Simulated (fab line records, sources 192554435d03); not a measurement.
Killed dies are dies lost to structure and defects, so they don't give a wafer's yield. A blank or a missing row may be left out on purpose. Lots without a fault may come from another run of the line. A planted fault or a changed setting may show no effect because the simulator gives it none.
One fault seen from 2 desks | flow n5_finfet | each desk has only its own numbers; what lay behind them comes last

THE TOOL OWNER'S DESK: rie_diel-05
The tool's own readings at N5_BEOL_M13_ETCH_67 (etches SiARC in CF4, target depth 143 nm, time 238.3 s): means of the sampled wafers that have a number, for each lot that ran on this tool. A lot is out of limits, marked OUT, if its mean lies more than 4 standard deviations from the usual mean; the brackets give that distance.
Columns: A = drypump_motor_current_A at N5_BEOL_M13_ETCH_67, usual 5.8 A; B = etch_rf_on_time_s at N5_BEOL_M13_ETCH_67, usual 237 s; C = oes_product_au at N5_BEOL_M13_ETCH_67, usual 0.67 a.u.; D = rf_vpp_V at N5_BEOL_M13_ETCH_67, usual 184.3 V; E = showerhead_plenum_p_Torr at N5_BEOL_M13_ETCH_67, usual 2.16 Torr; F = throttle_valve_pct at N5_BEOL_M13_ETCH_67, usual 15.59 %
lot  | first seen here | A   | B   | C    | D     | E    | F
L409 | day 12 04:14    | 5.9 | 234 | 0.64 | 184.5 | 2.14 | 15.78
L413 | day 13 08:37    | 5.5 | 241 | 0.68 | 184.5 | 2.15 | 15.72
L416 | day 14 12:52    | 5.8 | 239 | 0.67 | 184.1 | 2.13 | 15.73
This desk's finding: nothing out of limits on any of the 3 lots.

THE METROLOGY DESK
What the gauges read, lot by lot, whatever tool the lot ran on: means of the sampled wafers that have a number. A lot is out of limits, marked OUT, if its mean lies more than 4 standard deviations from the usual mean; the brackets give that distance.
Columns: A = cd_nm at N5_PASSIVATION_CD_MEAS_10, usual 3000.2 nm; B = cd_nm at N5_PASSIVATION_CD_MEAS_30, usual 3999.5 nm
lot  | first seen here | A      | B
L405 | day 12 11:23    | 3002.5 | 4002.3
L406 | day 12 13:01    | 3000.1 | 4000.1
L408 | day 13 03:59    | 2998.8 | 3998.9
L409 | day 13 04:17    | 3000.6 | 4000.3
L413 | day 14 08:49    | 2999.8 | 3997.4
L416 | day 15 13:44    | 2997.1 | 4003.1
L422 | day 15 18:56    | 2999.8 | 4002.3
L421 | day 15 23:41    | 2999.0 | 4000.3
L425 | day 17 01:52    | 3001.2 | 3998.5
L423 | day 17 06:04    | 3001.6 | 3997.4
L424 | day 17 07:13    | 3000.0 | 3999.0
This desk's finding: nothing out of limits on any of the 11 lots.

PUT TOGETHER
The tool owner's desk saw nothing out of limits.
The metrology desk saw nothing out of limits.

WHAT THE SIMULATOR HAD PUT IN
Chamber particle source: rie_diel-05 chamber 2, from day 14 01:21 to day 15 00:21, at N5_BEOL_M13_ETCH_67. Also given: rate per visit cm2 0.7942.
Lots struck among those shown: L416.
